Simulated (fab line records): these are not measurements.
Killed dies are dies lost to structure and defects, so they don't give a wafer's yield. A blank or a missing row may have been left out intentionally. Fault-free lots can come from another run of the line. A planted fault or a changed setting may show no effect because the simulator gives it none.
Lot-split experiment | flow n5 finfet | on a route of 1938 steps: 7 lots, 21 wafers read

== THE SPLIT ITSELF ==
At N5_SD_EPI_P_EPI_21 (deposits SiGe:B, time 355 s), the setting temp c was moved away from the recipe's 550 C on 5 of the 21 wafers read, by -0.4% to +0.6%. For the rest of the wafers, this setting stayed at what the recipe calls for.

== FROM THE SPLIT TO THE READING: what the file shows between them, 8 steps ==
- N5_SD_EPI_P_EPI_MEAS_23
- N5_SD_EPI_P_HM_STRIP_48: strips SiNx in H3PO4, material SiNx, target depth 3 nm
- N5_SD_EPI_P_SRD_49: time 30 s
- N5_SD_EPI_P_PRECLEAN_24: cleans in O3/DIW, time 45 s
- N5_SD_EPI_P_PRECLEAN_32: cleans in dHF, time 10 s
- N5_SD_EPI_P_PRECLEAN_33: cleans in SC2, time 45 s
- N5_SD_ACTIVATION_RTA_00: time 0 s
- N5_SD_ACTIVATION_LSA_01: time 0.0008 s

== THE READING ==
At N5_SD_ACTIVATION_RS_MEAS_03, a four-point-probe measurement gives RS_SD_P in ohm/sq. On this fab line, fault-free wafers typically give 56.2 ohm/sq with a standard deviation of 0.93 ohm/sq.

wafer  | tool, chamber at the split | temp c as run, C | against the recipe | RS_SD_P, ohm/sq | against lot-mates on the recipe
L075.3 | epi rpcvd-04, 0            | 550              | recipe             | 55.6            | -
L075.4 | epi rpcvd-04, 0            | 550              | recipe             | 56.0            | -
L075.6 | epi rpcvd-04, 0            | 550              | recipe             | 55.7            | -
L078.3 | epi rpcvd-01, 0            | 550              | recipe             | 55.8            | -
L078.4 | epi rpcvd-01, 0            | 550              | recipe             | 55.8            | -
L078.6 | epi rpcvd-01, 0            | 550              | recipe             | 55.5            | -
L079.3 | epi rpcvd-01, 0            | 547.7            | -0.4%              | 59.6            | +3.6
L079.4 | epi rpcvd-01, 0            | 550              | recipe             | 55.8            | -
L079.6 | epi rpcvd-01, 0            | 550              | recipe             | 56.1            | -
L080.1 | epi rpcvd-03, 0            | 551.9            | +0.3%              | 54.7            | -2.3
L080.2 | epi rpcvd-03, 0            | 550              | recipe             | 57.0            | -
L080.4 | epi rpcvd-03, 0            | 551.9            | +0.3%              | 54.5            | -2.5
L086.2 | epi rpcvd-04, 0            | 550              | recipe             | 55.8            | -
L086.3 | epi rpcvd-04, 0            | 550              | recipe             | 55.1            | -
L086.5 | epi rpcvd-04, 0            | 550              | recipe             | 55.0            | -
L090.1 | epi rpcvd-01, 0            | 553.2            | +0.6%              | 51.0            | -4.1
L090.4 | epi rpcvd-01, 0            | 550              | recipe             | 55.1            | -
L090.6 | epi rpcvd-01, 0            | 553.2            | +0.6%              | 50.3            | -4.8
L093.1 | epi rpcvd-03, 0            | 550              | recipe             | 57.1            | -
L093.2 | epi rpcvd-03, 0            | 550              | recipe             | 57.9            | -
L093.6 | epi rpcvd-03, 0            | 550              | recipe             | 57.8            | -

THE FIT
A straight line over all 21 wafers: RS_SD_P changes by -8.16 ohm/sq for each +1% of temp c; r = -0.89; the points scatter about the line by 0.95 ohm/sq.
The same after taking each lot's own level away (the mean of its wafers on the recipe; 21 wafers): -7.73 ohm/sq for each +1%; r = -0.99; scatter 0.28 ohm/sq.
That fit puts the effect of the largest move of temp c on the reading at 4.5 ohm/sq.
Measured against the standard deviation above, the lots' own levels, which go from 55.10 to 57.60 ohm/sq, span 2.7 times it.
The two slopes are in agreement: the lot-to-lot level therefore moves the slope only a little.
Check: -4.61 ohm/sq against its lot-mates is what the line predicts for one of the wafers moved furthest among these (+0.6%) when that wafer is left out of the fit. Against them it came out at -4.1 ohm/sq.

== FURTHER SPLITS ON THESE WAFERS ==
Before the reading, these wafers also passed through other splits. Each is held against what the fit with the lots' levels taken away leaves over:
other split on the same wafers  | wafers away from the commonest value | r with RS_SD_P (lot level and that fit taken away)
N5_DUMMY_GATE_EXPOSE_12 dose mj | 9                                    | +0.22
N5_SD_EPI_N_PEB_07 peb temp c   | 7                                    | +0.00
N5_SD_EPI_N_DESCUM_14 time s    | 10                                   | +0.29

== THE WHOLE CHAIN: every reading that the file lists as answering this split, in the file's order ==
step                        | what it does                 | reading                                                                           | change (the file's fit)              | r (the file's)
N5_SD_EPI_P_EPI_21          | deposits SiGe:B, time 355 s  | SiGe-B_of_SD_EPI_P_EPI_21.thk nm (the simulator's own value, which no gauge read) | +7.66 nm for each +1% of the setting | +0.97
N5_SD_EPI_P_EPI_MEAS_23     |                              | thk nm                                                                            | withheld for each +1% of the setting | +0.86
N5_SD_EPI_P_PRECLEAN_24     | cleans in O3/DIW, time 45 s  | SiGe-B_of_SD_EPI_P_EPI_21.thk nm (the simulator's own value, which no gauge read) | +7.78 nm for each +1% of the setting | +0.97
N5_SD_ACTIVATION_RS_MEAS_03 | measures by four-point-probe | RS_SD_P                                                                           | -7.84 for each +1% of the setting    | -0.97

== FILE'S OWN FIT ==
RS_SD_P changes by -7.84 ohm/sq for each +1% of temp c, r = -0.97.
